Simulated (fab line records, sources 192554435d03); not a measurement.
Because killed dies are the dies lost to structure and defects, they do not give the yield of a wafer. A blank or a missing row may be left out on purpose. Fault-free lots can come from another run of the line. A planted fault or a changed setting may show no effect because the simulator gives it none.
Split-lot trial :: flow n5_finfet :: route with 1938 steps; 7 lots, 21 wafers read

== ON THE SPLIT ==
At N5_BEOL_M7_ETCH_41 (etches SiCN in CH3F/O2, target depth 31.9 nm, time 57.8 s), the setting bias_w was moved away from the recipe's 75 W on 9 of the 21 wafers read, by -16.5% to +13.3%. This setting was run at the recipe's value on the other wafers.

The reading comes from the split's own step.

== THE READING ==
rf_vpp_V, in V, at N5_BEOL_M7_ETCH_41 (etches SiCN in CH3F/O2, target depth 31.9 nm, time 57.8 s). A value of 296.9 V with a standard deviation of 1.9 V is what fault-free wafers of this fab line usually give.

wafer: L076.2
tool, chamber at the split: rie_diel-03, 2
bias_w as run, W: 75
against the recipe: recipe
rf_vpp_V, V: 297.5
against lot-mates on the recipe: -

wafer: L076.4
tool, chamber at the split: rie_diel-03, 0
bias_w as run, W: 75
against the recipe: recipe
rf_vpp_V, V: 297.4
against lot-mates on the recipe: -

wafer: L076.5
tool, chamber at the split: rie_diel-03, 1
bias_w as run, W: 85.01
against the recipe: +13.3%
rf_vpp_V, V: 317.8
against lot-mates on the recipe: +20.4

wafer: L078.2
tool, chamber at the split: rie_diel-02, 0
bias_w as run, W: 63.29
against the recipe: -15.6%
rf_vpp_V, V: 267.5
against lot-mates on the recipe: -29.2

wafer: L078.3
tool, chamber at the split: rie_diel-02, 1
bias_w as run, W: 63.29
against the recipe: -15.6%
rf_vpp_V, V: 265.3
against lot-mates on the recipe: -31.4

wafer: L078.4
tool, chamber at the split: rie_diel-02, 3
bias_w as run, W: 75
against the recipe: recipe
rf_vpp_V, V: 296.7
against lot-mates on the recipe: -

wafer: L079.4
tool, chamber at the split: rie_diel-02, 0
bias_w as run, W: 83.23
against the recipe: +11.0%
rf_vpp_V, V: 319.7
against lot-mates on the recipe: no lot-mate on the recipe

wafer: L079.5
tool, chamber at the split: rie_diel-02, 1
bias_w as run, W: 83.23
against the recipe: +11.0%
rf_vpp_V, V: 316.1
against lot-mates on the recipe: no lot-mate on the recipe

wafer: L079.6
tool, chamber at the split: rie_diel-02, 0
bias_w as run, W: 83.23
against the recipe: +11.0%
rf_vpp_V, V: 318.3
against lot-mates on the recipe: no lot-mate on the recipe

wafer: L081.1
tool, chamber at the split: rie_diel-02, 0
bias_w as run, W: 75
against the recipe: recipe
rf_vpp_V, V: 298.4
against lot-mates on the recipe: -

wafer: L081.2
tool, chamber at the split: rie_diel-02, 3
bias_w as run, W: 75
against the recipe: recipe
rf_vpp_V, V: 294.5
against lot-mates on the recipe: -

wafer: L081.6
tool, chamber at the split: rie_diel-02, 3
bias_w as run, W: 68.2
against the recipe: -9.1%
rf_vpp_V, V: 279.7
against lot-mates on the recipe: -16.8

wafer: L083.3
tool, chamber at the split: rie_diel-03, 0
bias_w as run, W: 62.63
against the recipe: -16.5%
rf_vpp_V, V: 266.1
against lot-mates on the recipe: -33.8

wafer: L083.4
tool, chamber at the split: rie_diel-03, 2
bias_w as run, W: 62.63
against the recipe: -16.5%
rf_vpp_V, V: 264.8
against lot-mates on the recipe: -35.1

wafer: L083.5
tool, chamber at the split: rie_diel-03, 3
bias_w as run, W: 75
against the recipe: recipe
rf_vpp_V, V: 299.9
against lot-mates on the recipe: -

wafer: L084.2
tool, chamber at the split: rie_diel-03, 1
bias_w as run, W: 75
against the recipe: recipe
rf_vpp_V, V: 294.2
against lot-mates on the recipe: -

wafer: L084.3
tool, chamber at the split: rie_diel-03, 0
bias_w as run, W: 75
against the recipe: recipe
rf_vpp_V, V: 296.5
against lot-mates on the recipe: -

wafer: L084.6
tool, chamber at the split: rie_diel-03, 0
bias_w as run, W: 75
against the recipe: recipe
rf_vpp_V, V: 299.0
against lot-mates on the recipe: -

wafer: L096.2
tool, chamber at the split: rie_diel-01, 0
bias_w as run, W: 75
against the recipe: recipe
rf_vpp_V, V: 296.3
against lot-mates on the recipe: -

wafer: L096.4
tool, chamber at the split: rie_diel-01, 1
bias_w as run, W: 75
against the recipe: recipe
rf_vpp_V, V: 296.5
against lot-mates on the recipe: -

wafer: L096.5
tool, chamber at the split: rie_diel-01, 3
bias_w as run, W: 75
against the recipe: recipe
rf_vpp_V, V: 296.8
against lot-mates on the recipe: -

FIT RESULTS
A straight line over all 21 wafers: rf_vpp_V changes by +1.88 V for each +1% of bias_w; r = +0.99; the points scatter about the line by 1.8 V.
The same after taking each lot's own level away (the mean of its wafers on the recipe; 18 wafers): +1.91 V for each +1%; r = +0.99; scatter 1.9 V.
The reading moves by 32 V for the largest change in bias_w, on that fit.
From 296.45 to 299.90 V: that is the span of the lots' own levels, equal to 1.8 times the standard deviation above.
So the lot-to-lot level changes the slope little: the two slopes agree.
Check: for one of the wafers moved furthest among these (-16.5%), held out of the fit, the line's prediction against its lot-mates is -31.7 V. It came out at -33.8 V against them.
Tool readings at the split's step, against how far the setting was moved: rf_vpp_V r = +0.99.

== THE OTHER SPLITS THESE WAFERS WENT THROUGH ==
Note: prior to the reading, these wafers also went through further splits. Each is held against what the fit with the lots' levels taken away leaves over:
other split on the same wafers: N5_BEOL_M6_ETCH_62 time_s
wafers away from the commonest value: 8
r with rf_vpp_V (lot level and that fit taken away): -0.26

other split on the same wafers: N5_BEOL_M6_TRENCH_ETCH_37 source_w
wafers away from the commonest value: 5
r with rf_vpp_V (lot level and that fit taken away): +0.08

other split on the same wafers: N5_BEOL_M6_ALD_77 ald_cycles
wafers away from the commonest value: 7
r with rf_vpp_V (lot level and that fit taken away): -0.22

other split on the same wafers: N5_BEOL_M7_DESCUM_33 time_s
wafers away from the commonest value: 6
r with rf_vpp_V (lot level and that fit taken away): -0.42

== THE FILE'S OWN FIT ==
rf_vpp_V changes by +1.89 V for each +1% of bias_w, r = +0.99.
